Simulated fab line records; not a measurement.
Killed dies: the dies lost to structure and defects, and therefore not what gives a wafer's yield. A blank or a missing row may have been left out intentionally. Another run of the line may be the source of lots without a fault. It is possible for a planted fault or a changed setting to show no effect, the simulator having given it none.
Chamber matching -- flow nandHarc -- cmp-02 running NHARC_THIN_TSV_CMP_21: 4 sister chambers
The step polishes, t overpolish 30 s, target thk 2000 nm. 7 wafers are shown with their chamber, then 7 later ones without.

## WAFERS WITH THEIR CHAMBER
wafer,chamber,motorCurrentA (A),overpolishRunS (s)
L127.1,1,13.2,29.995
L129.1,0,12.5,30.000
L133.1,1,13.2,30.005
L133.4,2,11.1,29.981
L133.5,3,12.6,30.001
L137.2,0,13.0,30.018
L137.3,2,10.6,29.991

## WAFERS MISSING THEIR CHAMBER
wafer,motorCurrentA (A),overpolishRunS (s)
L137.5,13.5,30.002
L140.1,13.1,29.987
L140.3,13.5,30.019
L140.4,10.2,30.005
L148.1,12.1,30.005
L148.3,13.4,30.009
L148.6,12.2,29.997

## CHAMBER TAKEN BY EACH
wafer,from the rows above,in truth
L137.5,can't be placed: 1 or 0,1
L140.1,can't be placed: 1 or 3 or 0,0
L140.3,can't be placed: 1 or 0 or 3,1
L140.4,2,2
L148.1,can't be placed: 3 or 0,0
L148.3,can't be placed: 1 or 0 or 3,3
L148.6,can't be placed: 3 or 0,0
Placed correctly: 1 of 7. Not placeable from these rows: 6 (in 6, the candidates include the true chamber). Placed wrongly: 0.
How it was worked out, from the rows above alone: a wafer's distance from a chamber is the root of the sum, over the readings, of the square of ((its reading less the chamber's mean) divided by the reading's scatter). If the next closest chamber is less than 2 further off than the closest, the wafer can't be placed; otherwise it belongs to the closest. The mean given for a chamber averages the wafers shown for that chamber. How the scatter is found: for the shown wafers, subtract from each reading the mean of its chamber, square and add these, divide the total by (wafers less chambers), then take the root.
